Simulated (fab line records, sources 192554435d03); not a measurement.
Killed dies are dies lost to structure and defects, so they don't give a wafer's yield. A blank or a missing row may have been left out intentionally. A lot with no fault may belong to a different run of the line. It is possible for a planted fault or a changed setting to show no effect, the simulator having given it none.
The tool behind it: which one? :: flow n5 finfet :: 32 wafers sampled from 11 lots at 1 step of a route of 1938

WHAT THE GAUGES READ, wafer by wafer
N5_BEOL_M4_THK_MEAS_53: measures by xrf.
lot: L267
measured: day 7 23:04
on: film metro-01
M4_THK (nm): 40.5 37.3

lot: L268
measured: day 8 07:26
on: film metro-01
M4_THK (nm): 42.5 40.0 38.8

lot: L269
measured: day 8 11:11
on: film metro-02
M4_THK (nm): 39.2 36.7 40.1

lot: L278
measured: day 10 03:37
on: film metro-01
M4_THK (nm): 41.0 40.8 40.0

lot: L277
measured: day 10 05:28
on: film metro-01
M4_THK (nm): 38.7 39.5 39.0

lot: L282
measured: day 11 09:22
on: film metro-02
M4_THK (nm): 39.3 39.8 41.6

lot: L281
measured: day 12 01:36
on: film metro-01
M4_THK (nm): 41.7 40.3 39.7

lot: L285
measured: day 13 06:35
on: film metro-01
M4_THK (nm): 39.9 41.2 39.0

lot: L286
measured: day 14 00:34
on: film metro-02
M4_THK (nm): 40.3 36.7 39.8

lot: L289
measured: day 14 04:10
on: film metro-02
M4_THK (nm): 41.3 40.9 42.2

lot: L288
measured: day 15 05:33
on: film metro-01
M4_THK (nm): 40.7 39.1 41.8

EACH LOT AND THE TOOL THAT RAN IT (in order: tool; ch and the chambers of the sampled wafers; start)
Record: no process step prior to these readings.

AS READ BY THE TOOLS THEMSELVES (means over the sampled wafers that have a number; for cases with no such wafer, the mark the record gives instead)
The record holds no such reading with a usual standard deviation.

THE ANSWER, worked out from the rows above alone
Rule: the usual values come from the lots themselves. Put in order of their means at a reading, lots are off if they are a third of the lots or fewer, leave a main group of 4 or more, and stand apart from it by a gap of 3 or more times the standard deviation of the main group's means; of several such gaps the widest counts. If all means in a main group match to the digits the tables above print for the reading, that group is not used. A lot without any number at a reading at which 4 lots or more have one is off too. The other lots that the step has rows for count as sound. The gauges are gone through in route order, then the tools' own readings, and for those a lot's mean is taken as printed above. The first step at which some lot is off is used, and at that step the reading that is off furthest; a lot without a number counts as furthest.
Across all readings shown, no lot is off: no conclusion can be drawn from this.

WHAT THE SIMULATOR PUT IN
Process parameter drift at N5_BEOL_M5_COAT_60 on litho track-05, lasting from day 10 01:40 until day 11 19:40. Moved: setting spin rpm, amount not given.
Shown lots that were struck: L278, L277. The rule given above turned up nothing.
